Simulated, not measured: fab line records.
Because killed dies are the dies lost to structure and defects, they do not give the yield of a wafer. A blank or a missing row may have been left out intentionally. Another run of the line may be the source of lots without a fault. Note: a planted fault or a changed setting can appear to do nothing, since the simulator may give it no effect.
Comparing a struck lot with a sound one + flow nand-harc + 14 steps out of a route of 1159
Sound: wafers L700.2, L700.5, L700.6. Struck: wafer L713.5. (L713.2 of the same lot was not struck and is left out.) The cause comes at the end.
For every step that has rows: the tool of each side, followed by ch and its chambers, followed by its first start. Under that, the readings that differ: sound wafers + struck wafers + difference of the means + sigmas: that difference in standard deviations of wafers without a fault.
alike: words and numbers the same on both sides, and readings whose means are apart by under 2 such deviations; not compared: readings that were withheld, readings missing a value for some wafer, numbers with overlapping values and no deviation given by the record, and bounds like >300 which may hide the same value.
Wherever a step has rows on one side only, a row that says differs or no value, or a row with sigmas, the two part there. Numbers that don't overlap but have no deviation are shown without sigmas and don't part them. A reading missing from all wafers of one side parts the sides only when that side holds two or more wafers.

first, 7 steps without rows for these wafers: NHARC_P_STI_COAT_41 (time 65 s); NHARC_P_STI_COAT_03 (resist thk 600 nm); NHARC_P_STI_SOFTBAKE_04 (time 70 s); NHARC_P_STI_EBR_05; NHARC_P_STI_EXPOSE_06 (exposes mask P STI, target cd 200 nm); NHARC_P_STI_PEB_07 (peb time 80 s); NHARC_P_STI_DEVELOP_08 (time 50 s).
NHARC_P_STI_CD_MEAS_09 targets a cd of 200 nm.
  sound on cd-sem-03 ch 0, day 3 11:10; struck on cd-sem-02 ch 0, day 6 17:01
  alike: cd-nm
NHARC_P_STI_OVL_MEAS_10:
  struck on overlay-02, day 6 17:06; sound on overlay-01, day 3 11:16
| reading           | sound | struck | difference | sigmas |
|-------------------|-------|--------|------------|--------|
| overlay-x-nm (nm) | 5 6 6 | -12    | -18        | -3     |
  alike: overlay-y-nm
NHARC_P_STI_INSPECT_11:
  struck on defect-inspect-02, day 6 17:08; sound on defect-inspect-01, day 3 11:19
  alike: raw-defect-count
then, 1 step without rows for these wafers: NHARC_P_STI_HARDBAKE_13 (time 65 s).
NHARC_P_STI_DESCUM_14: chemistry O2, time 3 s.
  sound on rie-diel-12 ch 2,3, day 3 11:27; struck on rie-diel-05 ch 1, day 6 17:16
  alike: drypump-motor-current-A, oes-product-au, rf-vpp-V, showerhead-plenum-p-Torr, throttle-valve-pct
  not compared: rf-hours-counter-h
NHARC_P_STI_ETCH_42: etches the open film in N2/H2, target depth 80 nm, overetch 24 nm, time 61 s.
  sound on rie-diel-12 ch 1,2, day 3 11:32; struck on rie-diel-05 ch 0, day 6 17:23
| reading               | sound             | struck | difference | sigmas |
|-----------------------|-------------------|--------|------------|--------|
| oes-product-au (a.u.) | 1.004 1.002 1.006 | 0.841  | -0.163     | -22    |
| rf-vpp-V (V)          | 432.4 430.2 433.0 | 426.6  | -5.3       | -2     |
  alike: drypump-motor-current-A, showerhead-plenum-p-Torr, throttle-valve-pct
  not compared: rf-hours-counter-h
NHARC_P_STI_ETCH_31: etches the open film in CF4/CHF3, target depth 108.9 nm, time 54.5 s.
  sound on rie-diel-12 ch 0,1; struck on rie-diel-05 ch 1
  alike: drypump-motor-current-A, oes-product-au, rf-vpp-V, showerhead-plenum-p-Torr, throttle-valve-pct
  not compared: rf-hours-counter-h

== WHERE THEY PART ==
Last at NHARC_P_STI_ETCH_42 as far as this record goes, first at NHARC_P_STI_OVL_MEAS_10. Later steps at which nothing parts them and some readings are alike: NHARC_P_STI_ETCH_31.

WHY: what the simulator had put in
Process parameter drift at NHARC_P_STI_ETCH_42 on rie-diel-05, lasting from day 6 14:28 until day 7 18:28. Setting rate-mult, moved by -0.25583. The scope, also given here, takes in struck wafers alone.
